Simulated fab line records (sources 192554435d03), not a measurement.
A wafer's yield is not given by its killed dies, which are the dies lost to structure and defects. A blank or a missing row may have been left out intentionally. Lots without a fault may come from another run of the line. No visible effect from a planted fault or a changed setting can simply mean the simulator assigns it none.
Code-filled problem report in 8D (eight disciplines) form :: flow n5 finfet :: the parts of the form that need people (team, actions taken, sign-off) are left out

## 1. PROBLEM STATEMENT
spin speed rpm at N5_BEOL_M3_COAT_68 reads a mean of 1367.5 rpm on 6 wafers of 2 lots; wafers without a fault read 1499.9 rpm with a standard deviation of 0.96. That is -99 or more standard deviations from the usual mean.
The step: time 60 s, resist thk 12 nm.
Earliest sighting: wafer L149.1 on litho track-03 at day 12 07:14. The record has a number at this step for 27 wafers belonging to 9 lots. Rule for "out", or "out of limits": more than 4 standard deviations from the usual mean. All remaining wafers that have a number are taken as sound.

## 2. WHAT IT IS; WHAT IT IS NOT
question: which readings at this step
is: spin speed rpm
is not: heater power total W

question: which lots
is: L149, L150
is not: L130, L133, L136, L138, L144, L151, L152

question: which wafers of those lots
is: all that have a number
is not: -

question: read on which tools
is: litho track-03
is not: litho track-04, litho track-05

question: when
is: from day 12 07:14
is not: up to then (15 sound wafers); but 6 sound wafers of L151, L152 came after

## 3. WHAT RULES OUT EACH SUSPECT
Counting: any tool at a process step up to the reading is kept as a suspect provided that every lot that is out went through it and no sound lot did after the first of them.
- rie diel-06 at N5_BEOL_M3_ETCH_64 (etches SOC in N2/H2, target depth 75 nm, overetch 15 nm, time 112.5 s): ruled out as a lasting fault. After its first lot that is out, L149 (day 12 06:50), sound lots L151 ran on it.
- litho track-03 at N5_BEOL_M3_COAT_68 (time 60 s, resist thk 12 nm): kept. All lots that are out passed through it, beginning with L149 at day 12 07:14, and no sound lot followed; its final sound lot before that point was L144 at day 10 15:38. Its own spin speed rpm readings are out on those wafers.
Remaining after the count: litho track-03 at N5_BEOL_M3_COAT_68.

## 4. THE CAUSE (what the simulator had put in)
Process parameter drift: litho track-03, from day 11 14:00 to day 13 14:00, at N5_BEOL_M3_COAT_68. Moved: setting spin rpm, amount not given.
The count eliminated every tool but this one.

## 5. THE CHAIN OF EFFECTS, in route order
One row per reading whose mean, taken over the struck wafers that have a number, lies over 3 standard deviations from the usual. Readings are gone through only where the record gives a usual standard deviation; hours: the median, over the lots, of the time from a lot's start at the first step in this table giving one to that lot's start at this step; sigmas: the change measured in usual standard deviations.
hours: 0
step: N5_BEOL_M3_COAT_68
reading: spin speed rpm
usual: 1499.9 rpm
on struck wafers: 1367.5
change: -132.4
sigmas: -99 or more
The process steps in it:
- N5_BEOL_M3_COAT_68: time 60 s, resist thk 12 nm.
Later steps that measure or inspect, where all struck wafers having a row at the step show a number for every such reading and not one has moved that far: N5_BEOL_M4_RC_MEAS_101.

## 6. WHAT WOULD HAVE CAUGHT IT SOONER
The fault began at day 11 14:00; the first out-of-limits reading in this record came at day 12 07:14, 17 hours later.
